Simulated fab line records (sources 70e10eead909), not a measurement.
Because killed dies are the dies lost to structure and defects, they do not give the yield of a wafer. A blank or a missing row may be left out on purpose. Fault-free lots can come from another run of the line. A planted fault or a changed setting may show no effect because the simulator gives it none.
Struck lot and sound lot, side by side -- flow nand-harc -- 21 steps out of a route of 1302
Sound: wafers L852.3, L852.5, L852.6. The struck wafers were L860.1, L860.3, L860.6. The cause is given at the end.
Each step with rows lists, per side, the tool, then ch with its chambers, then its first start. Under that, the readings that differ: sound wafers -- struck wafers -- difference of the means -- sigmas: that difference in standard deviations of wafers without a fault.
alike: a reading whose means differ by less than 2 such deviations, as well as words and numbers matching on both sides. not compared: withheld readings; readings where some wafer has no value; bounds like >300 that might hide an equal value; numbers whose values overlap and for which the record gives no deviation.
The two part at a step that has a row with sigmas, a row that says differs or no value, or rows on one side only. When numbers do not overlap yet have no deviation, they are printed without sigmas and do not part them. A reading missing from all wafers of one side parts the sides only when that side holds two or more wafers.

NHARC_A_BLC_CMP_25: polishes, t overpolish 30 s, target thk 150 nm.
  sound on cmp-01 ch 0,1,2, day 26 08:45; struck on cmp-02 ch 0,1,2, day 30 06:52
reading,sound,struck,difference,sigmas
time-to-endpoint-s (s),30 35 32,23 24 22,-9,-2
  alike: motor-current-A, overpolish-run-s
next, for these wafers, 1 step has no rows: NHARC_A_BLC_SRD_27.
NHARC_A_BLC_INSPECT_28:
  sound: defect-inspect-01 at day 26 09:05; struck: defect-inspect-02 at day 30 07:16
  alike: raw-defect-count
then, 8 steps without rows for these wafers: NHARC_A_M0_DEP_00 (deposits SiOC, target thk 150 nm); NHARC_A_M0_DEHYDRATE_01 (time 120 s); NHARC_A_M0_HMDS_02 (time 30 s); NHARC_A_M0_COAT_33 (time 65 s); NHARC_A_M0_COAT_03 (resist thk 90 nm); NHARC_A_M0_SOFTBAKE_04 (time 55 s); NHARC_A_M0_EBR_05; NHARC_A_M0_EXPOSE_06 (exposes mask A M0, target cd 80 nm).
NHARC_A_M0_PEB_07: peb time 65 s.
  sound on litho-track-06 ch 0, day 26 09:54; struck on litho-track-04 ch 0, day 30 08:05
then, 1 step without rows for these wafers: NHARC_A_M0_DEVELOP_08 (develop time 35 s).
NHARC_A_M0_CD_MEAS_09: target cd 80 nm.
  sound on cd-sem-03 ch 0, day 26 09:59; struck on cd-sem-03 ch 0, day 30 08:10
reading,sound,struck,difference,sigmas
cd-nm (nm),80.2 78.8 78.5,87.7 88.3 88.5,+9.0,+11
NHARC_A_M0_OVL_MEAS_10: pitch 160 nm.
  sound: overlay-02 at day 26 10:04; struck: overlay-01 at day 30 08:16
  alike: overlay-x-nm, overlay-y-nm
NHARC_A_M0_INSPECT_11:
  sound: defect-inspect-01 at day 26 10:07; struck: defect-inspect-01 at day 30 08:18
  alike: raw-defect-count
NHARC_A_M0_DESCUM_14: chemistry O2, time 3 s.
  sound on rie-diel-11 ch 0,1, day 26 10:10; struck on rie-diel-01 ch 1,2, day 30 08:22
reading,sound,struck,difference,sigmas
model.A_M0.cd-nm (nm),80.22 78.1 78.62,88.44 88.93 89.54,+9.99,
  alike: drypump-motor-current-A, oes-product-au, rf-vpp-V, showerhead-plenum-p-Torr, throttle-valve-pct
  not compared: rf-hours-counter-h
NHARC_A_M0_ETCH_34: etches the open film in N2/H2, target depth 40 nm, overetch 12 nm, time 43.94 s.
  sound on rie-diel-11 ch 0,1, day 26 10:16; struck on rie-diel-01 ch 0,1, day 30 08:26
reading,sound,struck,difference,sigmas
drypump-motor-current-A (A),6.1 6.1 6.1,5.2 5.8 5.2,-0.7,-2
  alike: oes-product-au, rf-vpp-V, showerhead-plenum-p-Torr, throttle-valve-pct
  not compared: rf-hours-counter-h
NHARC_A_M0_ETCH_15: etches the open film in C4F8/Ar, target depth 150 nm, overetch 15 nm, time 82.5 s.
  sound: rie-diel-11 ch 1,2,3; struck: rie-diel-01 ch 0,1,2
reading,sound,struck,difference,sigmas
oes-product-au (a.u.),0.914 0.922 0.904,0.970 0.989 0.956,+0.058,+2
model.A_M0.cd-nm (nm),80.02 77.98 78.65,88.77 88.5 89.72,+10.11,
  alike: rf-vpp-V
  not compared: rf-hours-counter-h
NHARC_A_M0_CD_MEAS_16:
  sound: cd-sem-02 at day 26 10:28; struck: cd-sem-03 at day 30 08:40
reading,sound,struck,difference,sigmas
cd-nm (nm),80.2 77.9 78.9,88.5 89.0 89.7,+10.1,+10
NHARC_A_M0_STRIP_18: strips in N2/H2.
  sound on rie-diel-04 ch 0,1, day 26 10:32; struck on rie-diel-11 ch 0,2,3, day 30 08:46
  alike: drypump-motor-current-A, oes-product-au, rf-vpp-V, showerhead-plenum-p-Torr, throttle-valve-pct
  not compared: rf-hours-counter-h

## WHERE THEY PART
Earliest at NHARC_A_BLC_CMP_25; latest, in this record, at NHARC_A_M0_CD_MEAS_16. Later steps at which nothing parts them and some readings are alike: NHARC_A_M0_STRIP_18.

WHY: what had been put in by the simulator
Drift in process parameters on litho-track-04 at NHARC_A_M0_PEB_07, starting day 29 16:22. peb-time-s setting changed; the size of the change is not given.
